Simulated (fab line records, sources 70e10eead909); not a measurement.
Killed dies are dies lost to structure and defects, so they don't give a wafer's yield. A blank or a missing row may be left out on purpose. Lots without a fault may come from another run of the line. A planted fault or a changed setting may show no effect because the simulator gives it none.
A struck lot beside a sound one | flow nand_harc | 14 steps out of a route of 1159
Sound: wafers L314.1, L314.3, L314.6. Struck: wafers L324.2, L324.3, L324.4. The cause comes at the end.
At each step with rows: each side's tool, then ch and its chambers, then its first start. Under that, the readings that differ: sound wafers | struck wafers | difference of the means | sigmas: that difference in standard deviations of wafers without a fault.
alike: readings whose means differ by less than 2 such deviations, and words and numbers that are the same on both sides. not compared: withheld readings, readings that some wafer has no value for, bounds like >300 that may hide the same value, and numbers for which the record gives no deviation and whose values overlap.
The two part at a step that has a row with sigmas, a row that says differs or no value, or rows on one side only. Numbers that don't overlap but have no deviation are shown without sigmas and don't part them. A reading that every wafer of one side lacks parts them only if that side has two wafers or more.

first, 5 steps without rows for these wafers: NHARC_A_STAIRCASE_EBR_246; NHARC_A_STAIRCASE_EXPOSE_247 (exposes mask SDS 1); NHARC_A_STAIRCASE_PEB_248 (peb time 130 s); NHARC_A_STAIRCASE_DEVELOP_249 (time 140 s); NHARC_A_STAIRCASE_HARDBAKE_251 (time 140 s).
NHARC_A_STAIRCASE_DESCUM_252: chemistry O2, time 3 s.
  sound on rie_diel-13 ch 0,1,2, day 12 06:16; struck on rie_diel-07 ch 1,2,3, day 14 06:38
  alike: drypump_motor_current_A, mfc_ar_sccm, oes_product_au, rf_vpp_V, showerhead_plenum_p_Torr, throttle_valve_pct
  not compared: rf_hours_counter_h
NHARC_A_STAIRCASE_ETCH_253: etches the open film in C4F8/O2, target depth 50 nm, time 20.2 s.
  sound on rie_diel-13 ch 0,1,3, day 12 06:38; struck on rie_diel-07 ch 0,1,3, day 14 06:43
  reading      | sound       | struck      | difference | sigmas
  rf_vpp_V (V) | 886 897 887 | 904 899 897 | +10        | +2
  alike: oes_product_au
  not compared: rf_hours_counter_h
NHARC_A_STAIRCASE_STRIP_254: strips in O2.
  sound on plasma_asher-02 ch 0,1, day 12 06:46; struck on plasma_asher-02 ch 0,1, day 14 06:49
  alike: drypump_motor_current_A, heater_power_w, rf_refl_power_W, temp_c
  not compared: rf_hours_counter_h
then, 3 steps without rows for these wafers: NHARC_A_STAIRCASE_STRIP_255 (strips in SPM, time 900 s); NHARC_A_STAIRCASE_PRECLEAN_256 (cleans in SC1); NHARC_A_STAIRCASE_SRD_257.
NHARC_A_STAIRCASE_HM_DEP_456: deposits aC, target thk 1500 nm.
  sound on acl_dep-01 ch 0, day 12 07:35; struck on acl_dep-02 ch 0, day 14 10:52
  alike: throttle_valve_pct
NHARC_A_STAIRCASE_DEP_259: deposits SiON, target thk 30 nm.
  sound on pecvd-02 ch 0,1,2, day 12 09:26; struck on pecvd-02 ch 0,1,2, day 14 12:32
  alike: heater_power_w
-- the record jumps here: 9 days lie between the struck wafers' starts before and after (it left off in module A_STAIRCASE and takes up again in module END, whose first step shown is number 1159 of the route) --
NHARC_END_SORT_01:
  the record has rows for the struck wafers here (prober-01 ch 0, day 23 13:10) and none for the sound ones

WHERE THEY PART
First at NHARC_A_STAIRCASE_ETCH_253; last, within this record, at NHARC_END_SORT_01.

WHY: what the simulator had put in
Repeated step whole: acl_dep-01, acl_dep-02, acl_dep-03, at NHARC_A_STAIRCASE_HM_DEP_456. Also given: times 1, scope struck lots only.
